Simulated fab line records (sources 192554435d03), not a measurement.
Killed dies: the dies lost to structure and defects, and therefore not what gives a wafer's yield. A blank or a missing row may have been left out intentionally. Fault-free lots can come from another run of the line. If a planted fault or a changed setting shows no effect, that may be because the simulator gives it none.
8D (eight disciplines) problem report, filled in by code    flow n5 finfet    the parts of the form that need people (team, actions taken, sign-off) are left out

1. WHAT WENT WRONG
Mean M14_THK at N5_BEOL_M14_THK_MEAS_50: 976 nm over 2 wafers in 2 lots; fault-free wafers: 560 nm, standard deviation 18. Measured from the usual mean, that is +23 standard deviations.
The step: measures by xrf.
Seen first at day 19 16:28 on film metro-02, wafer L952.1. The record holds 28 wafers of 11 lots with a number at this step. The rule behind "out" and "out of limits": a value lying over 4 standard deviations away from the usual mean. All remaining wafers that have a number are taken as sound.

2. WHAT THIS IS AND IS NOT
question                     is                      is not
which readings at this step  M14_THK                 -
which lots                   L952, L958              L938, L939, L940, L942, L944, L946, L949, L950, L953
which wafers of those lots   all that have a number  -
read on which gauges         film metro-02           film metro-01
when                         from day 19 16:28       up to then (26 sound wafers)

3. SUSPECTS, AND WHAT RULES EACH OUT
Counting: a tool at a process step up to the reading stays a suspect if it ran every lot that is out and no sound lot after the first of them.
- the gauge at N5_BEOL_M14_THK_MEAS_50 is ruled out. All the wafers that are out were read on film metro-02, but those of them that N5_BEOL_M14_CMP_49 has rows for are out there too, on other tools.
- rie diel-01 at N5_BEOL_M14_STRIP_64 (strips in O2): kept. It processed each lot that is out, first L952 at day 18 21:34, and no sound lot thereafter; up to then, the last sound lot it processed was L949 at day 16 11:02. N5_BEOL_M14_STRIP_64: start missing for some lots; hours and lot order therefore follow N5_BEOL_M14_CD_MEAS_28.
- cmp-01 at N5_BEOL_M14_CMP_49 (polishes, stops on SiO2, t overpolish 5.2 s, target thk 560 nm): kept. It processed each lot that is out, first L952 at day 19 16:11, and no sound lot thereafter; up to then, the last sound lot it processed was L953 at day 17 01:50. Its own barrier field endpoint s, overpolish run s, time to endpoint s readings are out on those wafers.
The count leaves cmp-01 at N5_BEOL_M14_CMP_49 and rie diel-01 at N5_BEOL_M14_STRIP_64.

4. THE CAUSE (what the simulator had put in)
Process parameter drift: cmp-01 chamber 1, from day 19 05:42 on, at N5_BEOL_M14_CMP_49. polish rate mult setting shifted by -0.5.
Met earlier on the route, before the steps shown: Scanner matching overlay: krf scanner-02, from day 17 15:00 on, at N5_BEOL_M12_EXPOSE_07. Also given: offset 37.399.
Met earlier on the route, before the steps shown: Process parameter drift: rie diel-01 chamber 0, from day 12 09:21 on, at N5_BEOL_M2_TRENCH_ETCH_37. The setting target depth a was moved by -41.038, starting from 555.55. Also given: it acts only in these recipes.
Of the 2 suspects that counting leaves, this tool is one.

5. THE EFFECT CHAIN, in route order
Rows list readings where the struck wafers' mean (over those with a number) sits beyond 3 standard deviations from the usual. Readings are gone through only where the record gives a usual standard deviation; hours: the median, over the lots, of the time from a lot's start at the first step in this table giving one to that lot's start at this step; sigmas: the change measured in usual standard deviations.
hours  step                     reading                   usual    on struck wafers  change  sigmas
0      N5_BEOL_M14_CMP_49       barrier field endpoint s  11.3 s   22.5              +11.2   +34
0      N5_BEOL_M14_CMP_49       overpolish run s          5.200 s  3.574             -1.626  -99 or more
0      N5_BEOL_M14_CMP_49       time to endpoint s        121 s    158               +37     +6.5
0      N5_BEOL_M14_THK_MEAS_50  M14_THK                   560 nm   976               +416    +23
24     N5_PASSIVATION_PROBE_49  defect limited yield      91.2 %   0.0               -91.2   -61
24     N5_PASSIVATION_PROBE_49  killed_at_M4_up           14       1099              +1085   +99 or more
24     N5_PASSIVATION_PROBE_49  killed dies               104      1180              +1076   +60
24     N5_PASSIVATION_PROBE_49  killed on rim             14       152               +138    +34
24     N5_PASSIVATION_PROBE_49  sort_bin_5_function       5.2 %    16.5              +11.3   +11
24     N5_PASSIVATION_PROBE_49  sort n pass               1076     0                 -1076   -60
24     N5_PASSIVATION_PROBE_49  sort yield pct            91.2 %   0.0               -91.2   -61
Its process steps:
- N5_BEOL_M14_CMP_49: polishes, stops on SiO2, t overpolish 5.2 s, target thk 560 nm.
- N5_PASSIVATION_PROBE_49

6. HOW IT WOULD HAVE BEEN CAUGHT EARLIER
Counted from the fault's start at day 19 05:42, it took 11 hours until the first out-of-limits reading at a measuring or inspecting step in this record, taken at day 19 16:28.
At N5_BEOL_M14_CMP_49, the tool's own readings (barrier field endpoint s, overpolish run s, time to endpoint s) were out on each struck wafer the step has a row for, so an alarm limit on them would have fired on the first such wafer.
Lots out: 2; of these, L958 started N5_BEOL_M14_CMP_49 on cmp-01 after day 19 16:28. Putting the tool on hold at that point would have spared it.
